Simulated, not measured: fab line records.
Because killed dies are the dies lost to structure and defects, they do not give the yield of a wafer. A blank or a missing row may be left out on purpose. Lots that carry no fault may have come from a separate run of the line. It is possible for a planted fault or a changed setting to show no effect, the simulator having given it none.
Lot-split experiment || flow n5_finfet || on a route of 1938 steps: 7 lots, 39 wafers read

ABOUT THE SPLIT
At N5_WELL_APT_EXPOSE_22 (exposes mask PWELL, defocus 0 nm, target cd 200 nm), the setting dose_mj was moved away from the recipe's 23.2 on 18 of the 39 wafers read, by -6.6% to +7.8%. All remaining wafers had this setting at the recipe value.

FROM THE SPLIT TO THE READING: what the file shows between them, 3 steps
- N5_WELL_APT_PEB_23: peb time 90 s
- N5_WELL_APT_DEVELOP_24: develop time 45 s
- N5_WELL_APT_HARDBAKE_29: time 120 s

THE READING
cd_nm, in nm, at N5_WELL_APT_CD_MEAS_25 (target cd 200 nm). A value of 200.6 nm with a standard deviation of 2 nm is what fault-free wafers of this fab line usually give.

{"wafer": "L076.1", "tool, chamber at the split": "krf_scanner-02, 0", "dose_mj as run": 23.2, "against the recipe": "recipe", "cd_nm, nm": 199.4, "against lot-mates on the recipe": "-"}
{"wafer": "L076.2", "tool, chamber at the split": "krf_scanner-02, 0", "dose_mj as run": 21.67, "against the recipe": "-6.6%", "cd_nm, nm": 189.9, "against lot-mates on the recipe": -10.6}
{"wafer": "L076.3", "tool, chamber at the split": "krf_scanner-02, 0", "dose_mj as run": 21.67, "against the recipe": "-6.6%", "cd_nm, nm": 189.7, "against lot-mates on the recipe": -10.8}
{"wafer": "L076.4", "tool, chamber at the split": "krf_scanner-02, 0", "dose_mj as run": 23.2, "against the recipe": "recipe", "cd_nm, nm": 199.6, "against lot-mates on the recipe": "-"}
{"wafer": "L076.5", "tool, chamber at the split": "krf_scanner-02, 0", "dose_mj as run": 21.67, "against the recipe": "-6.6%", "cd_nm, nm": 187.8, "against lot-mates on the recipe": -12.7}
{"wafer": "L076.6", "tool, chamber at the split": "krf_scanner-02, 0", "dose_mj as run": 23.2, "against the recipe": "recipe", "cd_nm, nm": 202.4, "against lot-mates on the recipe": "-"}
{"wafer": "L081.2", "tool, chamber at the split": "krf_scanner-02, 0", "dose_mj as run": 23.2, "against the recipe": "recipe", "cd_nm, nm": 199.9, "against lot-mates on the recipe": "-"}
{"wafer": "L081.3", "tool, chamber at the split": "krf_scanner-02, 0", "dose_mj as run": 23.2, "against the recipe": "recipe", "cd_nm, nm": 201.1, "against lot-mates on the recipe": "-"}
{"wafer": "L081.4", "tool, chamber at the split": "krf_scanner-02, 0", "dose_mj as run": 23.2, "against the recipe": "recipe", "cd_nm, nm": 198.6, "against lot-mates on the recipe": "-"}
{"wafer": "L082.1", "tool, chamber at the split": "krf_scanner-01, 0", "dose_mj as run": 23.2, "against the recipe": "recipe", "cd_nm, nm": 200.9, "against lot-mates on the recipe": "-"}
{"wafer": "L082.2", "tool, chamber at the split": "krf_scanner-01, 0", "dose_mj as run": 24.69, "against the recipe": "+6.4%", "cd_nm, nm": 209.7, "against lot-mates on the recipe": "+10.1"}
{"wafer": "L082.3", "tool, chamber at the split": "krf_scanner-01, 0", "dose_mj as run": 23.2, "against the recipe": "recipe", "cd_nm, nm": 198.9, "against lot-mates on the recipe": "-"}
{"wafer": "L082.4", "tool, chamber at the split": "krf_scanner-01, 0", "dose_mj as run": 24.69, "against the recipe": "+6.4%", "cd_nm, nm": 213.0, "against lot-mates on the recipe": "+13.4"}
{"wafer": "L082.5", "tool, chamber at the split": "krf_scanner-01, 0", "dose_mj as run": 23.2, "against the recipe": "recipe", "cd_nm, nm": 198.9, "against lot-mates on the recipe": "-"}
{"wafer": "L082.6", "tool, chamber at the split": "krf_scanner-01, 0", "dose_mj as run": 24.69, "against the recipe": "+6.4%", "cd_nm, nm": 210.8, "against lot-mates on the recipe": "+11.2"}
{"wafer": "L091.1", "tool, chamber at the split": "krf_scanner-02, 0", "dose_mj as run": 22.05, "against the recipe": "-5.0%", "cd_nm, nm": 188.9, "against lot-mates on the recipe": -10.7}
{"wafer": "L091.2", "tool, chamber at the split": "krf_scanner-02, 0", "dose_mj as run": 22.05, "against the recipe": "-5.0%", "cd_nm, nm": 190.9, "against lot-mates on the recipe": -8.7}
{"wafer": "L091.3", "tool, chamber at the split": "krf_scanner-02, 0", "dose_mj as run": 23.2, "against the recipe": "recipe", "cd_nm, nm": 201.1, "against lot-mates on the recipe": "-"}
{"wafer": "L091.4", "tool, chamber at the split": "krf_scanner-02, 0", "dose_mj as run": 23.2, "against the recipe": "recipe", "cd_nm, nm": 198.7, "against lot-mates on the recipe": "-"}
{"wafer": "L091.5", "tool, chamber at the split": "krf_scanner-02, 0", "dose_mj as run": 22.05, "against the recipe": "-5.0%", "cd_nm, nm": 191.4, "against lot-mates on the recipe": -8.2}
{"wafer": "L091.6", "tool, chamber at the split": "krf_scanner-02, 0", "dose_mj as run": 23.2, "against the recipe": "recipe", "cd_nm, nm": 198.9, "against lot-mates on the recipe": "-"}
{"wafer": "L093.1", "tool, chamber at the split": "krf_scanner-01, 0", "dose_mj as run": 25.02, "against the recipe": "+7.8%", "cd_nm, nm": 217.3, "against lot-mates on the recipe": "+17.6"}
{"wafer": "L093.2", "tool, chamber at the split": "krf_scanner-01, 0", "dose_mj as run": 25.02, "against the recipe": "+7.8%", "cd_nm, nm": 215.3, "against lot-mates on the recipe": "+15.6"}
{"wafer": "L093.3", "tool, chamber at the split": "krf_scanner-01, 0", "dose_mj as run": 23.2, "against the recipe": "recipe", "cd_nm, nm": 199.2, "against lot-mates on the recipe": "-"}
{"wafer": "L093.4", "tool, chamber at the split": "krf_scanner-01, 0", "dose_mj as run": 23.2, "against the recipe": "recipe", "cd_nm, nm": 199.6, "against lot-mates on the recipe": "-"}
{"wafer": "L093.5", "tool, chamber at the split": "krf_scanner-01, 0", "dose_mj as run": 23.2, "against the recipe": "recipe", "cd_nm, nm": 200.2, "against lot-mates on the recipe": "-"}
{"wafer": "L093.6", "tool, chamber at the split": "krf_scanner-01, 0", "dose_mj as run": 25.02, "against the recipe": "+7.8%", "cd_nm, nm": 212.0, "against lot-mates on the recipe": "+12.3"}
{"wafer": "L096.1", "tool, chamber at the split": "krf_scanner-01, 0", "dose_mj as run": 23.2, "against the recipe": "recipe", "cd_nm, nm": 200.7, "against lot-mates on the recipe": "-"}
{"wafer": "L096.2", "tool, chamber at the split": "krf_scanner-01, 0", "dose_mj as run": 22.05, "against the recipe": "-5.0%", "cd_nm, nm": 192.7, "against lot-mates on the recipe": -7.8}
{"wafer": "L096.3", "tool, chamber at the split": "krf_scanner-01, 0", "dose_mj as run": 23.2, "against the recipe": "recipe", "cd_nm, nm": 200.6, "against lot-mates on the recipe": "-"}
{"wafer": "L096.4", "tool, chamber at the split": "krf_scanner-01, 0", "dose_mj as run": 22.05, "against the recipe": "-5.0%", "cd_nm, nm": 190.4, "against lot-mates on the recipe": -10.1}
{"wafer": "L096.5", "tool, chamber at the split": "krf_scanner-01, 0", "dose_mj as run": 22.05, "against the recipe": "-5.0%", "cd_nm, nm": 189.2, "against lot-mates on the recipe": -11.3}
{"wafer": "L096.6", "tool, chamber at the split": "krf_scanner-01, 0", "dose_mj as run": 23.2, "against the recipe": "recipe", "cd_nm, nm": 200.3, "against lot-mates on the recipe": "-"}
{"wafer": "L097.1", "tool, chamber at the split": "krf_scanner-01, 0", "dose_mj as run": 21.96, "against the recipe": "-5.3%", "cd_nm, nm": 188.1, "against lot-mates on the recipe": -12.4}
{"wafer": "L097.2", "tool, chamber at the split": "krf_scanner-01, 0", "dose_mj as run": 21.96, "against the recipe": "-5.3%", "cd_nm, nm": 186.4, "against lot-mates on the recipe": -14.1}
{"wafer": "L097.3", "tool, chamber at the split": "krf_scanner-01, 0", "dose_mj as run": 23.2, "against the recipe": "recipe", "cd_nm, nm": 201.3, "against lot-mates on the recipe": "-"}
{"wafer": "L097.4", "tool, chamber at the split": "krf_scanner-01, 0", "dose_mj as run": 23.2, "against the recipe": "recipe", "cd_nm, nm": 199.1, "against lot-mates on the recipe": "-"}
{"wafer": "L097.5", "tool, chamber at the split": "krf_scanner-01, 0", "dose_mj as run": 21.96, "against the recipe": "-5.3%", "cd_nm, nm": 189.4, "against lot-mates on the recipe": -11.1}
{"wafer": "L097.6", "tool, chamber at the split": "krf_scanner-01, 0", "dose_mj as run": 23.2, "against the recipe": "recipe", "cd_nm, nm": 201.1, "against lot-mates on the recipe": "-"}

FIT RESULTS
A straight line over all 39 wafers: cd_nm changes by +1.86 nm for each +1% of dose_mj; r = +0.98; the points scatter about the line by 1.5 nm.
The same after taking each lot's own level away (the mean of its wafers on the recipe; 39 wafers): +1.91 nm for each +1%; r = +0.98; scatter 1.5 nm.
On that fit, the largest move of dose_mj shifts the reading by 15 nm.
Measured against the standard deviation above, the lots' own levels, which go from 199.57 to 200.53 nm, span 0.5 times it.
Consequently the slope shifts little with the lot-to-lot level, the two slopes agreeing.
Check: with one of the wafers moved furthest among these (+7.8%) left out of the fit, the line predicts +14.5 nm for it against its lot-mates. Against them it came out at +17.6 nm.

THE WHOLE CHAIN: every reading that the file lists as answering this split, in the file's order
{"step": "N5_WELL_APT_CD_MEAS_25", "what it does": "target cd 200 nm", "reading": "cd_nm", "change (the file's fit)": "+1.92 nm for each +1% of the setting", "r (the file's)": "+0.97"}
{"step": "N5_WELL_APT_DESCUM_30", "what it does": "chemistry O2, time 7.9 s", "reading": "WELL_APT.cd_nm (the simulator's own value, which no gauge read)", "change (the file's fit)": "+1.93 nm for each +1% of the setting", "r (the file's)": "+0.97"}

THE FILE'S OWN FIT
cd_nm changes by +1.92 nm for each +1% of dose_mj, r = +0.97.
